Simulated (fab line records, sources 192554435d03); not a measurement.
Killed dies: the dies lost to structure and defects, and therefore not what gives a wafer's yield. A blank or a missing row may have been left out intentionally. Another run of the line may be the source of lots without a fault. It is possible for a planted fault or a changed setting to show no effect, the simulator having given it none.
Struck lot and sound lot, side by side | flow n5-finfet | 14 out of 1938 route steps
Sound: these wafers, L980.2, L980.3, L980.6. Struck: wafers L968.1, L968.6 (left out: L968.2, a lot-mate that was not struck); the cause follows at the end.
At each step with rows: each side's tool, then ch and its chambers, then its first start. Under that, the readings that differ: sound wafers | struck wafers | difference of the means | sigmas: that difference in standard deviations of wafers without a fault.
alike: words and numbers the same on both sides, and readings whose means are apart by under 2 such deviations; not compared: readings that were withheld, readings missing a value for some wafer, numbers with overlapping values and no deviation given by the record, and bounds like >300 which may hide the same value.
The two part at a step that has a row with sigmas, a row that says differs or no value, or rows on one side only. Non-overlapping numbers with no deviation appear without sigmas and do not part them. A reading that every wafer of one side lacks parts them only if that side has two wafers or more.

first, 1 step without rows for these wafers: N5_BEOL_M9_STRIP_80 (strips in N2/H2, time 10 s).
N5_BEOL_M9_OCD_MEAS_38:
  struck on ocd-02, day 11 02:47; sound on ocd-01, day 14 18:52
  reading              | sound             | struck      | difference | sigmas
  trench-depth-nm (nm) | 145.3 151.4 151.0 | 153.9 154.7 | +5.1       | +2
then, 4 steps without rows for these wafers: N5_BEOL_M9_HM_STRIP_39 (strips TiN in peroxide tin strip, target depth 25 nm, time 158 s); N5_BEOL_M9_SRD_40 (time 30 s); N5_BEOL_M9_PRECLEAN_42 (cleans in residue remover, time 60 s); N5_BEOL_M9_SRD_43 (time 30 s).
N5_BEOL_M9_CD_MEAS_35: target cd 70 nm, target cd y 40 nm.
  struck on cd-sem-01, day 11 02:56; sound on cd-sem-01, day 14 19:02
  alike: cd-nm
N5_BEOL_M9_CURE_72: cures SiCOH lowk, time 120 s.
  sound on uv-cure-02 ch 2, day 14 19:17; struck on uv-cure-01 ch 0, day 11 02:58
  alike: lamp-power-pct, wafer_temp_C_max
N5_BEOL_M9_DEGAS_44: time 60 s.
  struck on pvd-sputter-03, day 11 03:23; sound on pvd-sputter-02, day 14 19:34
  reading            | sound       | struck  | difference | sigmas
  heater-power-w (W) | 339 319 350 | 411 398 | +68        | +2
N5_BEOL_M9_PRE_CLEAN_45: time 30 s.
  struck on pvd-sputter-03, day 11 03:26; sound on pvd-sputter-02, day 14 19:37
  alike: heater-power-w
N5_BEOL_M9_ALD_74: deposits TaN, target thk 2 nm, pulse time 2 s, purge time 3 s.
  sound on ald-metal-04 ch 1,3, day 14 19:40; struck on ald-metal-03 ch 1,2, day 11 03:30
  alike: heater-power-w, precursor-vessel-carrier-sccm
following that, these wafers have no rows for 1 step: N5_BEOL_M9_SURFACE_TREAT_79.
N5_BEOL_M9_CVD_78: deposits Co from CCTBA/H2, target thk 2 nm, time 138.9 s.
  sound on cvd-co-02 ch 0,2, day 14 20:02; struck on cvd-co-01 ch 2, day 11 03:52
  reading          | sound             | struck      | difference | sigmas
  run-length-s (s) | 161.7 162.0 161.6 | 108.3 108.0 | -53.6      | -99 or more
N5_BEOL_M9_SPUTTER_48: material Cu, target thk 12 nm, time 2 s.
  struck on pvd-sputter-01, day 11 04:03; sound on pvd-sputter-01, day 14 20:14
  alike: throttle-valve-pct

## WHERE THEY PART
Earliest at N5_BEOL_M9_OCD_MEAS_38; latest, in this record, at N5_BEOL_M9_CVD_78. Later steps at which nothing parts them and some readings are alike: N5_BEOL_M9_SPUTTER_48.

WHY: what had been put in by the simulator
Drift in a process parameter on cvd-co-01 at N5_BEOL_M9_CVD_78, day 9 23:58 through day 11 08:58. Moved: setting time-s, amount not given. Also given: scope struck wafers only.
